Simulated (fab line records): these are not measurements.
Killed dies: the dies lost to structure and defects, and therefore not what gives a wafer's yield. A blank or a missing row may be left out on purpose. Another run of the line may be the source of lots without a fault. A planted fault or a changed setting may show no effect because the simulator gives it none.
Chamber matching :: flow n5-finfet :: pecvd-01 running N5_BEOL_M12_ILD_DEP_00: 3 sister chambers
The step deposits SiOC from DEMS/O2, target thk 658.92 nm, time 130.7 s. 16 wafers are shown with their chamber, then 8 later ones without.

## WAFERS, EACH WITH ITS CHAMBER
wafer: L075.3
chamber: 0
throttle-valve-pct (%): 12.7
showerhead-plenum-p-Torr (Torr): 5.660
heater-power-w (W): 458

wafer: L075.4
chamber: 2
throttle-valve-pct (%): 12.3
showerhead-plenum-p-Torr (Torr): 5.694
heater-power-w (W): 438

wafer: L075.5
chamber: 1
throttle-valve-pct (%): 12.7
showerhead-plenum-p-Torr (Torr): 5.688
heater-power-w (W): 386

wafer: L077.3
chamber: 1
throttle-valve-pct (%): 12.8
showerhead-plenum-p-Torr (Torr): 5.694
heater-power-w (W): 456

wafer: L077.4
chamber: 0
throttle-valve-pct (%): 12.8
showerhead-plenum-p-Torr (Torr): 5.670
heater-power-w (W): 459

wafer: L077.5
chamber: 2
throttle-valve-pct (%): 12.1
showerhead-plenum-p-Torr (Torr): 5.699
heater-power-w (W): 378

wafer: L080.1
chamber: 2
throttle-valve-pct (%): 12.4
showerhead-plenum-p-Torr (Torr): 5.700
heater-power-w (W): 398

wafer: L080.2
chamber: 0
throttle-valve-pct (%): 12.8
showerhead-plenum-p-Torr (Torr): 5.671
heater-power-w (W): 493

wafer: L080.5
chamber: 0
throttle-valve-pct (%): 12.9
showerhead-plenum-p-Torr (Torr): 5.688
heater-power-w (W): 500

wafer: L085.1
chamber: 0
throttle-valve-pct (%): 12.4
showerhead-plenum-p-Torr (Torr): 5.682
heater-power-w (W): 531

wafer: L085.3
chamber: 2
throttle-valve-pct (%): 12.3
showerhead-plenum-p-Torr (Torr): 5.696
heater-power-w (W): 454

wafer: L085.5
chamber: 2
throttle-valve-pct (%): 12.2
showerhead-plenum-p-Torr (Torr): 5.701
heater-power-w (W): 466

wafer: L091.2
chamber: 0
throttle-valve-pct (%): 12.7
showerhead-plenum-p-Torr (Torr): 5.679
heater-power-w (W): 532

wafer: L091.3
chamber: 1
throttle-valve-pct (%): 12.9
showerhead-plenum-p-Torr (Torr): 5.686
heater-power-w (W): 434

wafer: L091.5
chamber: 0
throttle-valve-pct (%): 12.8
showerhead-plenum-p-Torr (Torr): 5.679
heater-power-w (W): 458

wafer: L092.1
chamber: 1
throttle-valve-pct (%): 12.8
showerhead-plenum-p-Torr (Torr): 5.685
heater-power-w (W): 439

SIGNATURES (means of the wafers above)
reading: throttle-valve-pct
chamber 0: 12.729
chamber 1: 12.800
chamber 2: 12.260
scatter within a chamber: 0.132

reading: showerhead-plenum-p-Torr
chamber 0: 5.67557
chamber 1: 5.68825
chamber 2: 5.69800
scatter within a chamber: 0.00677

reading: heater-power-w
chamber 0: 490.14
chamber 1: 428.75
chamber 2: 426.80
scatter within a chamber: 33.8
Rule: for each reading, subtract the chamber's mean from the wafer's reading, divide by that reading's scatter and square the result; add these up over the readings and take the root, which gives the wafer's distance from the chamber. If the next closest chamber is less than 2 further off than the closest, the wafer can't be placed; otherwise it belongs to the closest. The scatter: the root of (the sum of the squares of (reading less its chamber's mean) over the shown wafers, divided by (wafers less chambers)).

## WAFERS WITHOUT THEIR CHAMBER
wafer: L092.4
throttle-valve-pct (%): 12.9
showerhead-plenum-p-Torr (Torr): 5.670
heater-power-w (W): 425

wafer: L092.6
throttle-valve-pct (%): 12.6
showerhead-plenum-p-Torr (Torr): 5.685
heater-power-w (W): 471

wafer: L095.1
throttle-valve-pct (%): 12.6
showerhead-plenum-p-Torr (Torr): 5.685
heater-power-w (W): 470

wafer: L095.5
throttle-valve-pct (%): 12.2
showerhead-plenum-p-Torr (Torr): 5.696
heater-power-w (W): 443

wafer: L095.6
throttle-valve-pct (%): 12.8
showerhead-plenum-p-Torr (Torr): 5.698
heater-power-w (W): 476

wafer: L096.1
throttle-valve-pct (%): 12.4
showerhead-plenum-p-Torr (Torr): 5.684
heater-power-w (W): 466

wafer: L096.2
throttle-valve-pct (%): 12.7
showerhead-plenum-p-Torr (Torr): 5.677
heater-power-w (W): 511

wafer: L096.4
throttle-valve-pct (%): 12.6
showerhead-plenum-p-Torr (Torr): 5.686
heater-power-w (W): 537

## CHAMBER TAKEN BY EACH
wafer: L092.4
from the rows above: can't be placed: 0 or 1
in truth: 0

wafer: L092.6
from the rows above: can't be placed: 0 or 1 or 2
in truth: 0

wafer: L095.1
from the rows above: can't be placed: 0 or 1 or 2
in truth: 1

wafer: L095.5
from the rows above: 2
in truth: 2

wafer: L095.6
from the rows above: can't be placed: 1 or 0
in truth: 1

wafer: L096.1
from the rows above: can't be placed: 2 or 0 or 1
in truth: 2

wafer: L096.2
from the rows above: 0
in truth: 0

wafer: L096.4
from the rows above: can't be placed: 0 or 1
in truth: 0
Correct placement for 2 of the 8. Unplaceable from these rows: 6, with the true chamber sitting among the candidates in 6. 0 placed wrongly.
